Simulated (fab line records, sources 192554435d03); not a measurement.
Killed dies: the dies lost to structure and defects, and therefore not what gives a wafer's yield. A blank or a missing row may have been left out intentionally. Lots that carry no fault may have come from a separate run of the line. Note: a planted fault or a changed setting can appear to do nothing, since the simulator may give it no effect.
fab line records / flow n5-finfet
record: lots: 4 wafers: 12 last-day: 18
route steps=1938 shown SDB@371 DUMMY_REMOVAL@377 HKMG_FIN@385 PASSIVATION@1936
lots that met no fault: from a run of the same line without faults
start-h: hours from the record's first day to the start of the lot's first wafer shown / wait-h: hours elapsed since this lot's preceding step / " repeats the value in the row above / L1.1+2: a row that stands for several wafers / - either no value or no given start / * or withheld: withheld / < > ~ a bound
route shown NAME@n: a module of which the file shows steps, and the number in the route of the first / usual: average and standard deviation across the fault-free wafers / same: alike in all rows / chamber/n: place in a boat / sites: readings site by site / _std_site: the values' standard deviation / _edge_site: the outer-site mean with the inner-site mean subtracted / radius-mm: for every site, how far away it sits from the centre of the wafer / mask NAME#n: copy n / behind: the most recent tool/chamber to have shaped the wafer / hold: the reason the lot was held/the length of the hold in hours/how it ended / device: whichever transistor did not switch (one of n, p or np) / end of line: the route-end tests of the same wafers / where a step has no rows: the recipe by itself / killed: the dies lost at the first sort to structure and to defects; this is not the yield of the wafer / map: the dies of a wafer, with x for killed, . for not killed, _ for no die there
set.NAME: the setting as run; set.NAME@STEP: as run at that earlier step / model.NAME: the simulator's own value behind a step, which no gauge read
certain route steps with their lots: each step a table, each wafer a row
== steps ==
step: N5_SDB_PRECLEAN_39
recipe: chemistry: O3/DIW time-s: 45 temp-c: 22 o3-ppm: 10
step: N5_SDB_SRD_28
recipe: dry: ipa-marangoni time-s: 30 temp-c: 23 rinse-liquid: diw
step: N5_SDB_ALD_29
recipe: material: SiNx target-thk-a: 300 temp-c: 400 ald-precursor-family: SiH2I2 ald-co-reactant: N2/H2-plasma pulse-time-s: 1 ald-cycles: 600 purge-time-s: 2 co-reactant-purge-time-s: 2 pressure-torr: 2
step: N5_SDB_CMP_30
recipe: stop-on: poly-Si t-overpolish-s: 1.54 post-cmp-clean: alkaline-brush down-force-psi: 4.1491 platen-rpm: 51.796 pad-velocity-m-s: 1.0306 target-thk-nm: 30
step: N5_DUMMY_REMOVAL_HM_STRIP_01
recipe: chemistry: CH3F/O2 material: SiNx target-depth-a: 40 stop-on: poly-Si time-s: 6.8 over-etch-frac: 0.3 ion-energy-ev: 60 power-w: 410 bias-w: 29 Ar_flow_sccm: 150 CH3F_flow_sccm: 30 O2_flow_sccm: 20
step: N5_DUMMY_REMOVAL_STRIP_10
recipe: chemistry: N2/H2 time-s: 40 power-w: 100 temp-c: 40 pressure-mtorr: 100 rf-frequency-hz: 6e+07 bias-power-w: 3 n2-flow-sccm: 300 h2-flow-sccm: 300
step: N5_DUMMY_REMOVAL_PRECLEAN_07
recipe: chemistry: dHF time-s: 30 temp-c: 25 dilution: withheld
step: N5_DUMMY_REMOVAL_DUMMY_REMOVE_02
recipe: chemistry: TMAH temp-c: 70 target: poly-Si stop-on: SiO2 target-depth-nm: 142 conc-wt-pct: 5 time-s: 57 dry: ipa-marangoni rinse-time-s: 30 rinse-temp-c: 23
step: N5_DUMMY_REMOVAL_PRECLEAN_08
recipe: chemistry: NF3:NH3 afs-cycles: 2 temp-c: 30 time-s: 20 sublimation-temp-c: 180 sublimation-time-s: 60 pressure-torr: 3 rf-power-w: 30
step: N5_DUMMY_REMOVAL_PRECLEAN_04
recipe: chemistry: DHF time-s: 37 temp-c: 25 dilution: 500:1
lot.wafer=L697.3+4+5 tool=wet-bench-01 chamber=3,2,7 start-h=83.85 wait-h=0.1
lot.wafer=L708.1+2+5 tool=wet-bench-01 chamber=1,7,3 start-h=149.66 wait-h=0.2
lot.wafer=L712.1+2+3 tool=wet-bench-01 chamber=7,6,1 start-h=171.64 wait-h=0.2
lot.wafer=L717.1+2+4 tool=wet-bench-03 chamber=6,1,0 start-h=202.27 wait-h=0.2
step: N5_DUMMY_REMOVAL_SRD_05
recipe: dry: ipa-marangoni do-ppb: 5 time-s: 30 temp-c: 23 rinse-liquid: diw
step: N5_HKMG_FIN_IL_REGROW_00
recipe: material: SiO2 target-thk-a: 7.5 chemistry: O3 temp-c: withheld time-s: 30
step: N5_HKMG_FIN_HK_ALD_01
recipe: material: HfO2 target-thk-a: 16 temp-c: withheld ald-precursor-family: HfCl4 ald-co-reactant: H2O pulse-time-s: 3 purge-time-s: 3 co-reactant-purge-time-s: 2.5 co-reactant-pulse-time-s: 0.3 ald-cycles: 30
step: N5_HKMG_FIN_HK_ANNEAL_02
recipe: temp-c: 700 time-s: 30 ambient: N2 idle-temp-c: 600 ramp-up-c-per-s: 150 ramp-down-c-per-s: 60 cool-to-c: 600
step: N5_HKMG_FIN_ALD_74
recipe: material: La2O3 target-thk-a: 5 temp-c: 250 ald-precursor-family: La-Cp ald-co-reactant: O3 pulse-time-s: 6 co-reactant-pulse-time-s: 1 purge-time-s: 3 co-reactant-purge-time-s: 3
step: N5_HKMG_FIN_ALD_75
recipe: material: Al2O3 target-thk-a: 10 temp-c: 150 ald-precursor-family: TMA ald-co-reactant: H2O pulse-time-s: withheld co-reactant-pulse-time-s: 1
step: N5_HKMG_FIN_COAT_41
recipe: resist: SOC temp-c: 250 time-s: 60 spin-rpm: 1500 resist-thk-nm: 300
step: N5_HKMG_FIN_COAT_42
recipe: resist: SiARC temp-c: 220 time-s: 60 spin-rpm: 1500 resist-thk-nm: 35
step: N5_HKMG_FIN_COAT_43
recipe: resist: CAR-ArF spin-rpm: 1500 resist-thk-nm: 90
step: N5_HKMG_FIN_EBR_45
recipe: solvent: PGMEA ebr-width-mm: 1.5
step: N5_HKMG_FIN_SOFTBAKE_44
recipe: temp-c: 110 time-s: 60 resist: CAR-ArF
step: N5_HKMG_FIN_EXPOSE_46
recipe: mask-id: NDIPOLE na: 1.35 source-shape: conventional sigma-outer: 0.8 polarization: unpolarized dose-mj: 40
step: N5_HKMG_FIN_PEB_47
recipe: peb-temp-c: withheld peb-time-s: 60 resist: CAR-ArF
step: N5_HKMG_FIN_DEVELOP_48
recipe: develop-time-s: 30 developer: TMAH resist: CAR-ArF rinse-liquid: diw dry: air-spin dev-temp-c: 23
step: N5_HKMG_FIN_DESCUM_53
recipe: chemistry: O2 time-s: 7.9 source-power-w: 50 bias-power-w: 20 pressure-mtorr: 20 rf-frequency-hz: 2.712e+07 temp-c: 40 resist: CAR-ArF o2-flow-sccm: 225
step: N5_HKMG_FIN_ETCH_54
recipe: chemistry: CF4 target: SiARC target-depth-a: 455 mask-material: CAR-ArF time-s: 75.8 ion-energy-ev: 80 pressure-mtorr: 40 source-w: 545 bias-w: 36 Ar_flow_sccm: 100 cf4-flow-sccm: 100 ends: cleared
step: N5_HKMG_FIN_ETCH_55
recipe: chemistry: N2/H2 target: SOC target-depth-a: 2400 temp-c: 40 time-s: 300 ion-energy-ev: 200 mask-material: SiARC pressure-mtorr: 30 source-w: 840 bias-w: 150 n2-flow-sccm: 200 h2-flow-sccm: 200
step: N5_HKMG_FIN_STRIP_56
recipe: chemistry: N2/H2 temp-c: 40 n2-flow-sccm: 200 h2-flow-sccm: 200 rf-frequency-hz: 6e+07
step: N5_HKMG_FIN_STRIP_57
recipe: chemistry: CF4 resist: SiARC power-w: 300 bias-power-w: 75 pressure-mtorr: 50 cf4-flow-sccm: 150 rf-frequency-hz: 6e+07
step: N5_HKMG_FIN_ETCH_58
recipe: chemistry: N2/H2 target: SOC target-depth-a: 2158 ion-energy-ev: 50 bias-w: 13 time-s: 741 pressure-mtorr: 30 source-w: 875 n2-flow-sccm: 200 h2-flow-sccm: 200
step: N5_HKMG_FIN_STRIP_93
recipe: chemistry: N2/H2 material: SOC time-s: 20 power-w: 500 temp-c: 40 pressure-mtorr: 50 rf-frequency-hz: 6e+07 bias-power-w: 8 h2-frac: 0.5 n2-flow-sccm: 300 h2-flow-sccm: 300
step: N5_HKMG_FIN_WET_ETCH_76
recipe: chemistry: dNH4OH mix: 1:50 temp-c: 25 target: Al2O3 stop-on: La2O3 target-depth-nm: 2.25 dry: ipa-marangoni rinse-time-s: 30 rinse-temp-c: 23
step: N5_HKMG_FIN_STRIP_60
recipe: chemistry: N2/H2 power-w: 2500 temp-c: 300 h2-frac: 0.65 time-s: 360 pressure-mtorr: withheld n2-flow-sccm: 1750 h2-flow-sccm: 3250
step: N5_HKMG_FIN_WET_ETCH_77
recipe: chemistry: dHCl mix: 1:10000 temp-c: 25 target: La2O3 stop-on: HfO2 target-depth-nm: 2
step: N5_HKMG_FIN_WET_ETCH_78
recipe: chemistry: dNH4OH mix: 1:50 temp-c: 25 target: Al2O3 stop-on: La2O3 target-depth-nm: 4.5 dry: ipa-marangoni rinse-time-s: 30 rinse-temp-c: 23
step: N5_HKMG_FIN_ALD_79
recipe: material: TiN target-thk-a: 15 temp-c: 400 ald-precursor-family: TiCl4 ald-co-reactant: NH3 pulse-time-s: 1 purge-time-s: 3 co-reactant-purge-time-s: 2 co-reactant-pulse-time-s: 2 ald-cycles: 68 pressure-torr: 3
step: N5_PASSIVATION_PROBE_49
usual: killed_at_M0_to_M3: 34/11 killed_at_M4_up: 14/5.6 killed-at-contacts: 13/5.9 killed-at-front-end: 40/11 killed-at-other: 4/3.1 killed-dies: 105/16 killed-on-rim: 14/4.2 killed-open: 68/11 killed-short: 34/8.4
same: gross-dies: 1180 killed-at-back-side: 0
lot.wafer=L697.3 tool=prober-02 chamber=- start-h=295.48 wait-h=0.1 killed_at_M0_to_M3=39 killed_at_M4_up=7 killed-at-contacts=10 killed-at-front-end=55 killed-at-other=4 killed-dies=115 killed-on-rim=15 killed-open=67 killed-short=41
lot.wafer=L697.4 tool=prober-02 chamber=- start-h=295.53 wait-h=0.2 killed_at_M0_to_M3=30 killed_at_M4_up=21 killed-at-contacts=11 killed-at-front-end=44 killed-at-other=10 killed-dies=116 killed-on-rim=13 killed-open=82 killed-short=34
lot.wafer=L697.5 tool=prober-02 chamber=- start-h=295.58 wait-h=0.2 killed_at_M0_to_M3=31 killed_at_M4_up=13 killed-at-contacts=18 killed-at-front-end=50 killed-at-other=3 killed-dies=115 killed-on-rim=16 killed-open=69 killed-short=46
lot.wafer=L708.1 tool=prober-01 chamber=- start-h=389.25 wait-h=0.0 killed_at_M0_to_M3=37 killed_at_M4_up=15 killed-at-contacts=15 killed-at-front-end=182 killed-at-other=4 killed-dies=253 killed-on-rim=12 killed-open=70 killed-short=32
lot.wafer=L708.2 tool=prober-01 chamber=- start-h=389.30 wait-h=0.1 killed_at_M0_to_M3=36 killed_at_M4_up=7 killed-at-contacts=15 killed-at-front-end=200 killed-at-other=3 killed-dies=261 killed-on-rim=15 killed-open=67 killed-short=31
lot.wafer=L708.5 tool=prober-01 chamber=- start-h=389.45 wait-h=0.2 killed_at_M0_to_M3=36 killed_at_M4_up=16 killed-at-contacts=14 killed-at-front-end=195 killed-at-other=5 killed-dies=266 killed-on-rim=10 killed-open=78 killed-short=36
lot.wafer=L712.1 tool=prober-01 chamber=- start-h=402.73 wait-h=0.0 killed_at_M0_to_M3=31 killed_at_M4_up=12 killed-at-contacts=13 killed-at-front-end=188 killed-at-other=2 killed-dies=246 killed-on-rim=13 killed-open=67 killed-short=24
lot.wafer=L712.2 tool=prober-01 chamber=- start-h=402.78 wait-h=0.1 killed_at_M0_to_M3=25 killed_at_M4_up=6 killed-at-contacts=9 killed-at-front-end=84 killed-at-other=10 killed-dies=134 killed-on-rim=28 killed-open=43 killed-short=31
lot.wafer=L712.3 tool=prober-01 chamber=- start-h=402.83 wait-h=0.1 killed_at_M0_to_M3=28 killed_at_M4_up=13 killed-at-contacts=5 killed-at-front-end=184 killed-at-other=6 killed-dies=236 killed-on-rim=17 killed-open=54 killed-short=29
killed by level:class
L697.3 FIN_SAQP:geometric-particle:open=12 BEOL_M2:geometric-particle:open=9 GATE_CUT:geometric-particle:short=8 BEOL_M0_SAQP:geometric-particle:short=8 STI_FIN_REVEAL:geometric-particle:open=7 MOL_CONTACT_COAG:geometric-particle:open=7 HKMG_FIN:area-etch=7 FIN_SAQP:geometric-particle:short=6
L697.4 FIN_SAQP:geometric-particle:open=17 MOL_CONTACT_COAG:geometric-particle:open=10 BEOL_M4:geometric-particle:open=9 BEOL_M2:geometric-particle:open=8 FIN_SAQP:geometric-particle:short=7 BEOL_M0_SAQP:geometric-particle:open=7 BEOL_M0_SAQP:geometric-particle:short=5 MIM_TOP_ETCH:geometric-particle:open=4
L697.5 MOL_CONTACT_COAG:geometric-particle:open=14 FIN_SAQP:geometric-particle:open=10 FIN_SAQP:geometric-particle:short=9 BEOL_M2:geometric-particle:open=9 GATE_CUT:geometric-particle:short=7 BEOL_M0_SAQP:geometric-particle:short=7 DUMMY_GATE:geometric-particle:open=6 BEOL_M0_SAQP:geometric-particle:open=5
L708.1 DUMMY_REMOVAL:unspecified=150 MOL_CONTACT_COAG:geometric-particle:open=14 BEOL_M0_SAQP:geometric-particle:open=11 FIN_SAQP:geometric-particle:short=8 BEOL_M1:geometric-particle:open=8 BEOL_M4:geometric-particle:open=8 BEOL_M0_SAQP:geometric-particle:short=7 DUMMY_GATE:geometric-particle:open=4
L708.2 DUMMY_REMOVAL:unspecified=162 MOL_CONTACT_COAG:geometric-particle:open=14 STI_FIN_REVEAL:geometric-particle:open=10 BEOL_M0_SAQP:geometric-particle:open=9 BEOL_M0:geometric-particle:open=9 FIN_SAQP:geometric-particle:short=8 BEOL_M0_SAQP:geometric-particle:short=8 BEOL_M4:geometric-particle:open=6
L708.5 DUMMY_REMOVAL:unspecified=150 STI_FIN_REVEAL:geometric-particle:open=15 MOL_CONTACT_COAG:geometric-particle:open=11 BEOL_M4:geometric-particle:open=11 BEOL_M0_SAQP:geometric-particle:open=9 BEOL_M0_SAQP:geometric-particle:short=9 DUMMY_GATE:geometric-particle:open=7 BEOL_M1:geometric-particle:open=7
L712.1 DUMMY_REMOVAL:unspecified=154 FIN_SAQP:geometric-particle:open=11 MOL_CONTACT_COAG:geometric-particle:open=11 BEOL_M0_SAQP:geometric-particle:open=11 FIN_SAQP:geometric-particle:short=6 BEOL_M1:geometric-particle:open=6 BEOL_M0_SAQP:geometric-particle:short=5 DUMMY_GATE:geometric-particle:open=4
L712.2 DUMMY_REMOVAL:unspecified=60 BEOL_M0_SAQP:geometric-particle:short=9 MOL_CONTACT_COAG:geometric-particle:open=8 FIN_SAQP:geometric-particle:short=7 BEOL_M0_SAQP:geometric-particle:open=7 FIN_SAQP:geometric-particle:open=5 BEOL_M3:geometric-particle:open=5 MIM_TOP_ETCH:geometric-particle:short=4
L712.3 DUMMY_REMOVAL:unspecified=153 FIN_SAQP:geometric-particle:short=11 BEOL_M0_SAQP:geometric-particle:open=8 BEOL_M0_SAQP:geometric-particle:short=7 BEOL_M1:geometric-particle:open=7 FIN_SAQP:geometric-particle:open=6 BEOL_M4:geometric-particle:open=6 MOL_CONTACT_COAG:geometric-particle:open=5
map L708.5 (x killed, . not)
_________________............________________
______________x.x.......x......._____________
___________......x....x...........x__________
__________....xx.x...x....x........._________
________...........x.................._______
_______x......x.........x..............______
______................................xx_____
_____...............x........x....x.xx...____
____..........x...........................___
___..........x.........x...x.x.............__
___.x..............x.x.........x..x..x.....__
__..x.........x..............xx.xx.xx..xxx.._
__..x....x..x....x...........xxxxxxxxxx..x.._
_.x.x.x.............x........xxxxxxxxxxxx....
_...x.x....x.......x.......xxxxxxxxxxxxxx....
_....xx..............x....xxxxxxxxxxxxxxxx...
_.x....x....x.xx.......x....xxxxxxxxxxxxx..x.
_.....x........x...xx..x...xxxxxxxxxxxxx.x...
_...........xx...x.......xxxxxxxxxxxxxxxxx...
_..........x..............xxxxxxxxxxxxxx.....
_...xx.x..................xxxxxxxxxxxx.x.x...
__...x...x.....x.xx...x.x...x.xxxxxxxx.x...._
__.........................x...xxxxxxx..x.x._
___......x....x.......x.x..xx.xx...x.......__
___......x......x....xx....x.....x.........__
____...x..................................___
_____..x............x.x.......x..........____
______.x......x...x....................._____
_______...................x..x.........______
________...x.x...x...x................_______
__________........x......xx........._________
___________........x.x.........x...__________
______________.............x...._____________
_________________............________________
map L712.1 (x killed, . not)
_________________....x.......________________
______________x..x...x....x....._____________
___________..............x....x....__________
__________...x.................x...._________
________............................x._______
_______.......................x...x....______
______...x.x.............x.......x......_____
_____x...........x........x.......x......____
____...x............................x..x..___
___..............xx.......x.............x..__
___x................x.................x....__
__.......x...................x.....x........_
__..................x....x......x.x...x..x.._
_.......................x....................
_.....x.xx..........x..x.x......x...x.....x..
_.....xx.........x.........................x.
_...........................x................
_.......x.................x...x.x............
_........xx......x...x.x....xxxxxx...........
_....x.........x........x.xxxxxxxx.x...x.....
_...................x..x.xxxxxxxxxxxx..x.....
__x.................xxxxxxxxxxxxxxxxxxx....._
__....................xxxxxxxxxxxxxxxx......_
___x................xxxxxxxxxxxxxxxxx...x..__
___.x..................xxxxxxxxxxxxxx.x....__
____x................xxxxxxxxxxxxxxxx.....___
_____...x............x.xxxxxxxxxxxx......____
______.........x.x......xxxxxxxxxxxx.x.._____
_______......x.........xxxxxxxx.xx.xx..______
________.......x....x...xxxx..xxx..x.._______
__________...............x..x.x....._________
___________........xx..........x.x.__________
______________.....x..x........._____________
_________________............________________
== key ==
first-sign: step: N5_PASSIVATION_PROBE_49 reading: killed-at-front-end direction: up sigmas: 12 usual: 40 struck: 172
effect: step: N5_PASSIVATION_PROBE_49 reading: killed-dies direction: up sigmas: 7.8 usual: 105 struck: 233
more-kills-born-at: N5_DUMMY_REMOVAL_PRECLEAN_04@wet-bench-01: 829
met-at N5_DUMMY_REMOVAL_PRECLEAN_04
struck-wafers L708.1,L708.2,L708.5,L712.1,L712.2,L712.3
tester-left-out L708,L712
onset-between 83.85 149.66
fault: kind: chamber-particle-source tool: wet-bench-01 chamber: - onset-h: 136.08 steps: N5_DUMMY_REMOVAL_PRECLEAN_04 rate-per-visit-cm2: 1.9144 end-h: 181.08
tester-left-out: of these lots the tester's yield and bins aren't shown, on N5 and GAA mostly nor the transistor test; their killed dies are dies lost to structure and defects alone, not to doping, threshold or leakage, so they don't give the yield
